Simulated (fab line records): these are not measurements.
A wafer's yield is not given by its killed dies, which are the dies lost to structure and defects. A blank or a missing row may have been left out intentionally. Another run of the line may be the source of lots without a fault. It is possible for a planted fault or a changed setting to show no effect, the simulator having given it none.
Split-lot trial :: flow n5_finfet :: 21 wafers read from 7 lots, route of 1938 steps

## ON THE SPLIT
At N5_BEOL_M9_COAT_22 (resist thk 30 nm), the setting spin_rpm was moved away from the recipe's 1500 rpm on 4 of the 21 wafers read, by -9.9% to +9.0%. This setting was run at the recipe's value on the other wafers.

## FROM THE SPLIT TO THE READING: what the file shows between them, 4 steps
- N5_BEOL_M9_EXPOSE_25: exposes mask V8 (also split here: dose_mj)
- N5_BEOL_M9_PEB_26: peb time 60 s
- N5_BEOL_M9_DEVELOP_27: develop time 30 s
- N5_BEOL_M9_CD_MEAS_28: target cd 70 nm

## THE READING
CAR-EUV_of_BEOL_M9_COAT_22.thk_nm (the simulator's own value, which no gauge read), in nm, at N5_BEOL_M9_DESCUM_33 (chemistry O2, time 7 s). No usual value for it is given in the file. Average 26.0 nm, standard deviation 0.11 nm, over the 17 wafers here run with the recipe.

wafer: L078.1
tool, chamber at the split: litho_track-03, 0
spin_rpm as run, rpm: 1500
against the recipe: recipe
CAR-EUV_of_BEOL_M9_COAT_22.thk_nm, nm: 26.2
against lot-mates on the recipe: -

wafer: L078.3
tool, chamber at the split: litho_track-03, 0
spin_rpm as run, rpm: 1500
against the recipe: recipe
CAR-EUV_of_BEOL_M9_COAT_22.thk_nm, nm: 26.2
against lot-mates on the recipe: -

wafer: L078.4
tool, chamber at the split: litho_track-03, 0
spin_rpm as run, rpm: 1351
against the recipe: -9.9%
CAR-EUV_of_BEOL_M9_COAT_22.thk_nm, nm: 27.8
against lot-mates on the recipe: +1.6

wafer: L081.1
tool, chamber at the split: litho_track-01, 0
spin_rpm as run, rpm: 1565
against the recipe: +4.3%
CAR-EUV_of_BEOL_M9_COAT_22.thk_nm, nm: 25.4
against lot-mates on the recipe: -0.6

wafer: L081.2
tool, chamber at the split: litho_track-01, 0
spin_rpm as run, rpm: 1500
against the recipe: recipe
CAR-EUV_of_BEOL_M9_COAT_22.thk_nm, nm: 26
against lot-mates on the recipe: -

wafer: L081.6
tool, chamber at the split: litho_track-01, 0
spin_rpm as run, rpm: 1500
against the recipe: recipe
CAR-EUV_of_BEOL_M9_COAT_22.thk_nm, nm: 26
against lot-mates on the recipe: -

wafer: L083.1
tool, chamber at the split: litho_track-03, 0
spin_rpm as run, rpm: 1610
against the recipe: +7.3%
CAR-EUV_of_BEOL_M9_COAT_22.thk_nm, nm: 24.8
against lot-mates on the recipe: -1.2

wafer: L083.2
tool, chamber at the split: litho_track-03, 0
spin_rpm as run, rpm: 1500
against the recipe: recipe
CAR-EUV_of_BEOL_M9_COAT_22.thk_nm, nm: 26
against lot-mates on the recipe: -

wafer: L083.6
tool, chamber at the split: litho_track-03, 0
spin_rpm as run, rpm: 1500
against the recipe: recipe
CAR-EUV_of_BEOL_M9_COAT_22.thk_nm, nm: 26
against lot-mates on the recipe: -

wafer: L084.1
tool, chamber at the split: litho_track-03, 0
spin_rpm as run, rpm: 1500
against the recipe: recipe
CAR-EUV_of_BEOL_M9_COAT_22.thk_nm, nm: 25.8
against lot-mates on the recipe: -

wafer: L084.5
tool, chamber at the split: litho_track-03, 0
spin_rpm as run, rpm: 1500
against the recipe: recipe
CAR-EUV_of_BEOL_M9_COAT_22.thk_nm, nm: 25.8
against lot-mates on the recipe: -

wafer: L084.6
tool, chamber at the split: litho_track-03, 0
spin_rpm as run, rpm: 1500
against the recipe: recipe
CAR-EUV_of_BEOL_M9_COAT_22.thk_nm, nm: 25.8
against lot-mates on the recipe: -

wafer: L086.2
tool, chamber at the split: litho_track-03, 0
spin_rpm as run, rpm: 1635
against the recipe: +9.0%
CAR-EUV_of_BEOL_M9_COAT_22.thk_nm, nm: 24.6
against lot-mates on the recipe: -1.4

wafer: L086.4
tool, chamber at the split: litho_track-03, 0
spin_rpm as run, rpm: 1500
against the recipe: recipe
CAR-EUV_of_BEOL_M9_COAT_22.thk_nm, nm: 26
against lot-mates on the recipe: -

wafer: L086.6
tool, chamber at the split: litho_track-03, 0
spin_rpm as run, rpm: 1500
against the recipe: recipe
CAR-EUV_of_BEOL_M9_COAT_22.thk_nm, nm: 26
against lot-mates on the recipe: -

wafer: L087.1
tool, chamber at the split: litho_track-03, 0
spin_rpm as run, rpm: 1500
against the recipe: recipe
CAR-EUV_of_BEOL_M9_COAT_22.thk_nm, nm: 26
against lot-mates on the recipe: -

wafer: L087.3
tool, chamber at the split: litho_track-03, 0
spin_rpm as run, rpm: 1500
against the recipe: recipe
CAR-EUV_of_BEOL_M9_COAT_22.thk_nm, nm: 26
against lot-mates on the recipe: -

wafer: L087.5
tool, chamber at the split: litho_track-03, 0
spin_rpm as run, rpm: 1500
against the recipe: recipe
CAR-EUV_of_BEOL_M9_COAT_22.thk_nm, nm: 26
against lot-mates on the recipe: -

wafer: L091.1
tool, chamber at the split: litho_track-03, 0
spin_rpm as run, rpm: 1500
against the recipe: recipe
CAR-EUV_of_BEOL_M9_COAT_22.thk_nm, nm: 26
against lot-mates on the recipe: -

wafer: L091.2
tool, chamber at the split: litho_track-03, 0
spin_rpm as run, rpm: 1500
against the recipe: recipe
CAR-EUV_of_BEOL_M9_COAT_22.thk_nm, nm: 26
against lot-mates on the recipe: -

wafer: L091.5
tool, chamber at the split: litho_track-03, 0
spin_rpm as run, rpm: 1500
against the recipe: recipe
CAR-EUV_of_BEOL_M9_COAT_22.thk_nm, nm: 26
against lot-mates on the recipe: -

THE FIT
A straight line over all 21 wafers: CAR-EUV_of_BEOL_M9_COAT_22.thk_nm changes by -0.166 nm for each +1% of spin_rpm; r = -0.98; the points scatter about the line by 0.11 nm.
The same after taking each lot's own level away (the mean of its wafers on the recipe; 21 wafers): -0.158 nm for each +1%; r = -1.00; scatter 0.023 nm.
That fit puts the effect of the largest move of spin_rpm on the reading at 1.6 nm.
From 25.80 to 26.20 nm: that is the span of the lots' own levels, equal to 3.7 times the standard deviation above.
The two slopes agree, so the slope changes little with the lot-to-lot level.
Check: with one of the wafers moved furthest among these (-9.9%) left out of the fit, the line predicts +1.56 nm for it against its lot-mates. Against them it came out at +1.6 nm.

## FURTHER SPLITS ON THESE WAFERS
Note: prior to the reading, these wafers also went through further splits. Each is held against what the fit with the lots' levels taken away leaves over:
other split on the same wafers: N5_BEOL_M7_EXPOSE_08 dose_mj
wafers away from the commonest value: 5
r with CAR-EUV_of_BEOL_M9_COAT_22.thk_nm (lot level and that fit taken away): -0.17

other split on the same wafers: N5_BEOL_M9_EXPOSE_25 dose_mj
wafers away from the commonest value: 6
r with CAR-EUV_of_BEOL_M9_COAT_22.thk_nm (lot level and that fit taken away): -0.30

## THE WHOLE CHAIN: every reading that the file lists as answering this split, in the file's order
step: N5_BEOL_M9_COAT_22
what it does: resist thk 30 nm
reading: CAR-EUV_of_BEOL_M9_COAT_22.thk_nm (the simulator's own value, which no gauge read)
change (the file's fit): -0.148 nm for each +1% of the setting
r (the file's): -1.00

step: N5_BEOL_M9_DEVELOP_27
what it does: develop time 30 s
reading: CAR-EUV_of_BEOL_M9_COAT_22.thk_nm (the simulator's own value, which no gauge read)
change (the file's fit): -0.145 nm for each +1% of the setting
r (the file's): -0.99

step: N5_BEOL_M9_DESCUM_33
what it does: chemistry O2, time 7 s
reading: CAR-EUV_of_BEOL_M9_COAT_22.thk_nm (the simulator's own value, which no gauge read)
change (the file's fit): -0.158 nm for each +1% of the setting
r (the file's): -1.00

## THE FILE'S OWN FIT
CAR-EUV_of_BEOL_M9_COAT_22.thk_nm changes by -0.158 nm for each +1% of spin_rpm, r = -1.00.
